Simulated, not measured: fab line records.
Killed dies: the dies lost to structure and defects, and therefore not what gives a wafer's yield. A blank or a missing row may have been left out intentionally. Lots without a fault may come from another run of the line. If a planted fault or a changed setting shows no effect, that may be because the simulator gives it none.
Problem report, 8D (eight disciplines) form, completed by code | flow nand_harc | the parts of the form that need people (team, actions taken, sign-off) are left out

1. WHAT WENT WRONG
At NHARC_A_BONDPAD_STRIP_15, chamber_pressure_mTorr averages 54.04 mTorr over 3 wafers from 2 lots, while fault-free wafers read 60.01 mTorr, standard deviation 0.059. So: -99 or more standard deviations from the usual mean.
The step: strips in O2.
First seen on wafer L621.4, day 20 20:23, on rie_diel-09. Wafers with a number at this step in the record: 36, from 12 lots. Rule for "out" (also "out of limits"): further than 4 standard deviations from the usual mean. All remaining wafers that have a number are taken as sound.

2. WHAT THIS IS AND IS NOT
question                    | is                     | is not
which readings at this step | chamber_pressure_mTorr | drypump_motor_current_A, oes_product_au, showerhead_plenum_p_Torr, throttle_valve_pct
which lots                  | L620, L621             | L608, L609, L610, L611, L612, L613, L616, L617, L618, L619
which wafers of those lots  | L620.1, L621.4, L621.5 | L620.2, L620.4, L621.2
read on which tools         | rie_diel-09            | rie_diel-12
when                        | from day 20 20:23      | up to then (31 sound wafers); but 2 sound wafers of L620 came after

3. WHAT RULES OUT EACH SUSPECT
Counting: if a tool at a process step up to the reading ran every lot that is out, it stays a suspect. Sound lots after the first of them don't rule it out here, since some wafers of a struck lot are sound.
- rie_diel-09 at NHARC_A_BONDPAD_STRIP_15 (strips in O2): kept. Ran every lot that is out, first one L621 (day 20 20:23); last sound lot up to then L618 (day 20 12:14). On those wafers its own readings are out: chamber_pressure_mTorr.
- In rie_diel-09 at NHARC_A_BONDPAD_STRIP_15, the wafers that are out were processed in chamber 0 and their sound lot-mates in chambers 1, 2.
The count leaves rie_diel-09 at NHARC_A_BONDPAD_STRIP_15.

4. THE CAUSE (what the simulator had put in)
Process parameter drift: rie_diel-09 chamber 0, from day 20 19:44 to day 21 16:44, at NHARC_A_BONDPAD_STRIP_15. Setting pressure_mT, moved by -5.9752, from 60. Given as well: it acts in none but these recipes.
Only this tool survived the counting.

5. THE CHAIN OF EFFECTS, in route order
Each row: a reading whose mean over the struck wafers that have a number lies more than 3 standard deviations from the usual. Scope: only readings with a usual standard deviation given in the record; hours: median across lots of the time from each lot's start at the first step in this table that gives one to its start at this step; sigmas: change in usual standard deviations.
hours | step                     | reading                | usual       | on struck wafers | change | sigmas
0     | NHARC_A_BONDPAD_STRIP_15 | chamber_pressure_mTorr | 60.01 mTorr | 54.04            | -5.97  | -99 or more
The process steps in it:
- NHARC_A_BONDPAD_STRIP_15: strips in O2.
Later measuring or inspecting steps at which every struck wafer that the step has a row for has a number for every such reading, and none has moved that far: NHARC_END_SORT_01.

6. WHAT WOULD HAVE CAUGHT IT SOONER
In this record the first reading out of limits was taken at day 20 20:23, 1 hour after the fault began at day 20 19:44.
